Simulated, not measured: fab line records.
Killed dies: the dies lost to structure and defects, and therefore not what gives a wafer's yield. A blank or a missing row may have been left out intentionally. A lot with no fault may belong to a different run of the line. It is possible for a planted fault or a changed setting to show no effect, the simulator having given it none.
Problem report in the 8D (eight disciplines) form, filled by code / flow n5Finfet / the parts of the form that need people (team, actions taken, sign-off) are left out

1. WHAT IS WRONG
spinSpeedRpm at N5_BEOL_M5_COAT_05 reads a mean of 1386.3 rpm on 6 wafers of 2 lots; wafers without a fault read 1499.8 rpm with a standard deviation of 1.1. That is -99 or more standard deviations from the usual mean.
The step: resist thk 30 nm.
Seen first at day 13 03:51 on lithoTrack-04, wafer L940.2. The record has a number at this step for 36 wafers belonging to 12 lots. Rule for "out" (also "out of limits"): further than 4 standard deviations from the usual mean. Any other wafer with a number is counted as sound.

2. WHAT THIS IS AND IS NOT
question=which readings at this step; is=spinSpeedRpm; is not=resistLineTempC
question=which lots; is=L940, L942; is not=L922, L925, L928, L930, L932, L933, L934, L935, L936, L937
question=which wafers of those lots; is=all that have a number; is not=-
question=read on which tools; is=lithoTrack-04; is not=lithoTrack-01, lithoTrack-05
question=when; is=from day 13 03:51; is not=up to then (30 sound wafers)

3. THE SUSPECTS, EACH WITH WHAT RULES IT OUT
Counting: any tool at a process step up to the reading is kept as a suspect provided that every lot that is out went through it and no sound lot did after the first of them.
- pvdSputter-01 at N5_BEOL_M5_HM_DEP_02 (deposits TiN, target thk 20 nm): kept. It ran every lot that is out, first L940 (day 13 03:43), and no sound lot after that; its last sound lot up to then is L922 (day 7 18:24).
- lithoTrack-04 at N5_BEOL_M5_COAT_05 (resist thk 30 nm): kept. It ran every lot that is out, first L940 (day 13 03:51), and no sound lot after that; its last sound lot up to then is L937 (day 12 02:50). Out on those wafers are its own readings of spinSpeedRpm.
Remaining after the count are pvdSputter-01 at N5_BEOL_M5_HM_DEP_02 and lithoTrack-04 at N5_BEOL_M5_COAT_05.

4. THE CAUSE (what the simulator had put in)
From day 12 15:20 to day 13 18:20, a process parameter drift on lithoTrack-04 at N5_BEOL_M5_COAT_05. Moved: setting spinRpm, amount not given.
Counting left 2 suspects, and this tool is among them.

5. SEQUENCE OF EFFECTS, ordered by route
Each row: a reading whose mean over the struck wafers that have a number lies more than 3 standard deviations from the usual. Only readings whose record carries a usual standard deviation are examined. hours: median over the lots of the time between each lot's start at the first step of this table that gives one and its start at this step. sigmas: the change, counted in usual standard deviations.
hours=0; step=N5_BEOL_M5_COAT_05; reading=spinSpeedRpm; usual=1499.8 rpm; on struck wafers=1386.3; change=-113.5; sigmas=-99 or more
The process steps in it:
- N5_BEOL_M5_COAT_05: resist thk 30 nm.

6. WHAT WOULD HAVE CAUGHT IT SOONER
In this record the first reading out of limits was taken at day 13 03:51, 13 hours after the fault began at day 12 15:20.
